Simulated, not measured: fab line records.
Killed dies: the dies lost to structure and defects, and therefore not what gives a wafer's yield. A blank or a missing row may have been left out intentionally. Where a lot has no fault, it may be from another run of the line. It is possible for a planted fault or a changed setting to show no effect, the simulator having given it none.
Chamber matching    flow nand harc    NHARC_A_STAIRCASE_DEP_471 on pecvd-02 has 3 sister chambers
The step deposits SiO2, target thk 100 nm. 6 wafers are shown with their chamber, then 8 later ones without.

## WAFERS WITH THEIR CHAMBER
wafer   chamber  throttle valve pct (%)  heater power w (W)
L086.5  1        16.1                    575
L085.4  1        15.8                    565
L085.6  0        16.0                    610
L083.3  0        16.0                    540
L083.6  2        15.6                    578
L093.1  2        15.5                    616

## WAFERS WITHOUT THEIR CHAMBER
wafer   throttle valve pct (%)  heater power w (W)
L093.3  16.2                    652
L093.4  15.7                    589
L092.4  16.3                    638
L092.5  15.7                    588
L092.6  16.0                    646
L095.1  15.9                    681
L095.2  16.3                    640
L095.4  15.7                    513

## WHICH CHAMBER EACH ONE RAN IN
wafer   from the rows above           in truth
L093.3  can't be placed: 0 or 1       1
L093.4  can't be placed: 2 or 1 or 0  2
L092.4  can't be placed: 0 or 1       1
L092.5  can't be placed: 2 or 1 or 0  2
L092.6  can't be placed: 0 or 1 or 2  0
L095.1  can't be placed: 0 or 1 or 2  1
L095.2  can't be placed: 0 or 1       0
L095.4  can't be placed: 1 or 2 or 0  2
Placed correctly: 0 of 8. From these rows, 8 cannot be placed; in 8 the true chamber is one of the candidates. Number placed wrongly: 0.
How it was worked out, from the rows above alone: a wafer's distance from a chamber is the root of the sum, over the readings, of the square of ((its reading less the chamber's mean) divided by the reading's scatter). The wafer belongs to the nearest chamber; if the next one is less than 2 further off, it can't be placed. A chamber's mean is the mean of its shown wafers. The scatter is the square root of a quotient: the sum, over the shown wafers, of each reading's squared deviation from its chamber's mean, divided by wafers minus chambers.
